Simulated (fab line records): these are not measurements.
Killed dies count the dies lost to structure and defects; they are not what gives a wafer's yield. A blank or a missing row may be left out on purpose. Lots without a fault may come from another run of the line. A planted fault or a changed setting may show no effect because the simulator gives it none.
A single fault, viewed from 2 desks -- flow n5-finfet -- what lay behind the numbers comes last; until then each desk has only its own

== FROM THE METROLOGY DESK ==
What the gauges read, lot by lot, whatever tool the lot ran on: means of the sampled wafers that have a number. Any lot whose mean is over 4 standard deviations away from the usual mean is out of limits and marked OUT; that distance is given in the brackets. Only the readings that lie furthest out on some lot appear, 7 of the 11 it has.
Columns: A = cd-nm at N5_MOL_CONTACT_COAG_CD_MEAS_137, usual 15.7 nm; B = DIBL_N at N5_BEOL_M4_RC_MEAS_101, usual 35.0 mV/V; C = DIBL_P at N5_BEOL_M4_RC_MEAS_101, usual 35.4 mV/V; D = IOFF_N at N5_BEOL_M4_RC_MEAS_101, usual 0.14 nA/um; E = IOFF_P at N5_BEOL_M4_RC_MEAS_101, usual 0.20 nA/um; F = SS_P at N5_BEOL_M4_RC_MEAS_101, usual 73.1 mV/dec; G = VT_N at N5_BEOL_M4_RC_MEAS_101, usual 252 mV
lot,first seen here,A,B,C,D,E,F,G
L337,day 5 08:59,15.6,35.5,36.4,0.16,0.22,73.6,250
L339,day 6 00:23,16.3,37.9,38.5,0.21,0.25,74.1,246
L342,day 6 12:53,15.6,37.7,36.3,0.21,0.25,73.2,248
L343,day 6 20:49,15.6,36.3,36.3,0.15,0.23,73.5,251
L348,day 8 06:14,15.8,34.1,35.8,0.14,0.20,73.1,251
L352,day 9 03:43,16.3,32.5,32.4,0.11,0.18,71.9,255
L355,day 9 19:07,15.6,37.0,36.0,0.17,0.23,73.8,250
L357,day 10 09:47,15.6,35.1,36.3,0.12,0.18,72.6,256
L358,day 10 16:07,15.8,34.7,37.8,0.15,0.21,73.5,248
This desk found nothing out of limits on any of the 9 lots.

== AT THE TOOL OWNER'S DESK: rie-diel-03 ==
The tool's own readings at N5_MOL_CONTACT_COAG_VIA_ETCH_117 (etches SiO2 in C4F6/O2, target depth 40 nm, overetch 8 nm, time 26 s): means of the sampled wafers that have a number, for each lot that ran on this tool. Any lot whose mean is over 4 standard deviations away from the usual mean is out of limits and marked OUT; that distance is given in the brackets.
Columns: A = bias-w at N5_MOL_CONTACT_COAG_VIA_ETCH_117, usual 455.0 W; B = drypump-motor-current-A at N5_MOL_CONTACT_COAG_VIA_ETCH_117, usual 5.8 A; C = oes-product-au at N5_MOL_CONTACT_COAG_VIA_ETCH_117, usual 0.70 a.u.; D = rf-vpp-V at N5_MOL_CONTACT_COAG_VIA_ETCH_117, usual 1600 V; E = showerhead-plenum-p-Torr at N5_MOL_CONTACT_COAG_VIA_ETCH_117, usual 2.82 Torr; F = throttle-valve-pct at N5_MOL_CONTACT_COAG_VIA_ETCH_117, usual 40.9 %
lot,first seen here,A,B,C,D,E,F
L342,day 6 14:22,455.2,5.3,0.71,1596,2.87,40.9
L343,day 6 21:45,454.9,5.9,0.71,1588,2.86,41.6
L348,day 8 07:49,523.2 (+57) OUT,5.6,0.71,1768 (+4.5) OUT,2.85,41.4
L352,day 9 04:45,523.5 (+57) OUT,5.5,0.67,1764 (+4.4) OUT,2.77,41.0
This desk's finding: out of limits on L348, L352; first on L348, day 8 07:49 (bias-w at N5_MOL_CONTACT_COAG_VIA_ETCH_117). L342, L343 stayed within limits.

== ALL TOGETHER ==
An alarm could have come from the tool owner's desk at day 8 07:49, on L348, L352.
At the metrology desk, nothing out of limits was observed.
The metrology desk holds a record of L348, L352, inside its limits.
All the named lots went through N5_MOL_CONTACT_COAG_VIA_ETCH_117 on rie-diel-03.

== WHAT HAD BEEN PUT IN BY THE SIMULATOR ==
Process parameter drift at N5_MOL_CONTACT_COAG_VIA_ETCH_117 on rie-diel-03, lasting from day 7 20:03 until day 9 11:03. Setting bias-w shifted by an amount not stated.
Lots struck among those shown: L348, L352.
Hours from the fault's start to each desk's first reading out of limits: the tool owner's desk, 12.
